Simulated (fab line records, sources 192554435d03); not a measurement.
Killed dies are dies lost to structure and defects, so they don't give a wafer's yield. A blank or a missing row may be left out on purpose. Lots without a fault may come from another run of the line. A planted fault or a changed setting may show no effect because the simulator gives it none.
Chamber matching | flow n5_finfet | N5_GATE_CUT_CMP_43 on cmp-03: 4 sister chambers
The step polishes SiO2. 14 wafers are shown with their chamber, then 7 later ones without.

WAFERS WITH THEIR CHAMBER
wafer  | chamber | motor_current_A (A)
L076.2 | 1       | 14.1
L076.5 | 2       | 10.6
L076.6 | 1       | 14.0
L078.1 | 2       | 10.9
L078.2 | 0       | 12.8
L078.6 | 2       | 10.9
L082.1 | 0       | 12.3
L082.2 | 1       | 13.9
L082.6 | 3       | 11.3
L083.3 | 3       | 11.8
L083.5 | 1       | 13.3
L083.6 | 0       | 12.9
L084.2 | 2       | 11.0
L084.3 | 3       | 11.4

SIGNATURES (means of the wafers above)
reading         | chamber 0 | chamber 1 | chamber 2 | chamber 3 | scatter within a chamber
motor_current_A | 12.667    | 13.825    | 10.850    | 11.500    | 0.287
Rule: a wafer's distance from a chamber is the root of the sum, over the readings, of the square of ((its reading less the chamber's mean) divided by the reading's scatter). The wafer belongs to the nearest chamber; if the next one is less than 2 further off, it can't be placed. The scatter: the root of (the sum of the squares of (reading less its chamber's mean) over the shown wafers, divided by (wafers less chambers)).

WAFERS WITHOUT THEIR CHAMBER
wafer  | motor_current_A (A)
L084.6 | 11.4
L089.2 | 12.4
L089.5 | 11.8
L089.6 | 10.8
L092.2 | 14.3
L092.3 | 10.9
L092.5 | 11.8

WHICH CHAMBER EACH WENT THROUGH
wafer  | from the rows above     | in truth
L084.6 | can't be placed: 3 or 2 | 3
L089.2 | 0                       | 0
L089.5 | can't be placed: 3 or 0 | 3
L089.6 | 2                       | 2
L092.2 | 1                       | 1
L092.3 | can't be placed: 2 or 3 | 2
L092.5 | can't be placed: 3 or 0 | 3
Placed correctly: 3 of 7. Can't be placed from these rows: 4 (the true chamber is among the candidates in 4). Placed wrongly: 0.
